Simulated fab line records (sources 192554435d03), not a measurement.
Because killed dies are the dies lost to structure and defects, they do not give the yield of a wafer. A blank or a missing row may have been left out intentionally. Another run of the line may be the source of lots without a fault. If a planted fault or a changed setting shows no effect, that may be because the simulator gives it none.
Chamber matching    flow n5 finfet    3 sister chambers for N5_BEOL_M6_PECVD_70 on pecvd-01
The step deposits SiO2 from TEOS/O2, target thk 20 nm, time 22.7 s. 6 wafers are shown with their chamber, then 7 later ones without.

WAFERS WITH THEIR CHAMBER
wafer   chamber  heater power w (W)  showerhead plenum p Torr (Torr)
L080.5  2        596                 8.81
L083.2  1        945                 8.77
L083.4  1        924                 8.76
L083.6  2        583                 8.80
L087.1  0        758                 8.76
L087.5  0        794                 8.77

WAFERS WHOSE CHAMBER IS MISSING
wafer   heater power w (W)  showerhead plenum p Torr (Torr)
L087.6  804                 8.79
L089.1  874                 8.78
L089.3  749                 8.79
L089.4  729                 8.78
L090.3  790                 8.76
L090.5  937                 8.77
L090.6  771                 8.77

EACH ONE'S CHAMBER
wafer    from the rows above       in truth
L087.6   0                         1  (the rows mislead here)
L089.1   can't be placed: 1 or 0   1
L089.3   0                         0
L089.4   0                         0
L090.3   0                         0
L090.5   1                         1
L090.6   0                         0
Correct placement for 5 of the 7. Unplaceable from these rows: 1, with the true chamber sitting among the candidates in 1. Number placed wrongly: 1.
How it was worked out, from the rows above alone: a wafer's distance from a chamber is the root of the sum, over the readings, of the square of ((its reading less the chamber's mean) divided by the reading's scatter). If the next closest chamber is less than 2 further off than the closest, the wafer can't be placed; otherwise it belongs to the closest. The mean given for a chamber averages the wafers shown for that chamber. The scatter: the root of (the sum of the squares of (reading less its chamber's mean) over the shown wafers, divided by (wafers less chambers)).
